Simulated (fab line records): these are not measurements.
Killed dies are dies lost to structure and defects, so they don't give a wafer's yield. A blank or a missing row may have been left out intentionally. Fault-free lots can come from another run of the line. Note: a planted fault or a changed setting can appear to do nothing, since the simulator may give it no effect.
Chamber matching | flow n5_finfet | cvd_co-02 running N5_BEOL_M1_PRE_CLEAN_60: 3 sister chambers
The step time 15 s. 6 wafers are shown with their chamber, then 12 later ones without.

## WAFERS PAIRED WITH THEIR CHAMBERS
wafer  | chamber | heater_power_w (W)
L088.4 | 1       | 86
L088.5 | 2       | 72
L088.6 | 0       | 77
L089.1 | 2       | 73
L089.3 | 1       | 89
L089.4 | 0       | 76

## WAFERS WHOSE CHAMBER IS MISSING
wafer  | heater_power_w (W)
L090.1 | 84
L090.2 | 78
L090.6 | 78
L091.1 | 82
L091.2 | 74
L091.3 | 75
L095.2 | 85
L095.3 | 73
L095.5 | 73
L097.4 | 78
L097.5 | 73
L097.6 | 84

## WHICH CHAMBER EACH ONE RAN IN
wafer  | from the rows above     | in truth
L090.1 | 1                       | 1
L090.2 | 0                       | 0
L090.6 | 0                       | 0
L091.1 | can't be placed: 0 or 1 | 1
L091.2 | can't be placed: 2 or 0 | 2
L091.3 | can't be placed: 0 or 2 | 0
L095.2 | 1                       | 1
L095.3 | 2                       | 2
L095.5 | 2                       | 2
L097.4 | 0                       | 0
L097.5 | 2                       | 2
L097.6 | 1                       | 1
Correctly placed: 9 of 12. Can't be placed from these rows: 3 (the true chamber is among the candidates in 3). Number placed wrongly: 0.
How it was worked out, from the rows above alone: a wafer's distance from a chamber is the root of the sum, over the readings, of the square of ((its reading less the chamber's mean) divided by the reading's scatter). The wafer belongs to the nearest chamber; if the next one is less than 2 further off, it can't be placed. For every chamber, the mean is computed from those of its wafers that are shown. How the scatter is found: for the shown wafers, subtract from each reading the mean of its chamber, square and add these, divide the total by (wafers less chambers), then take the root.
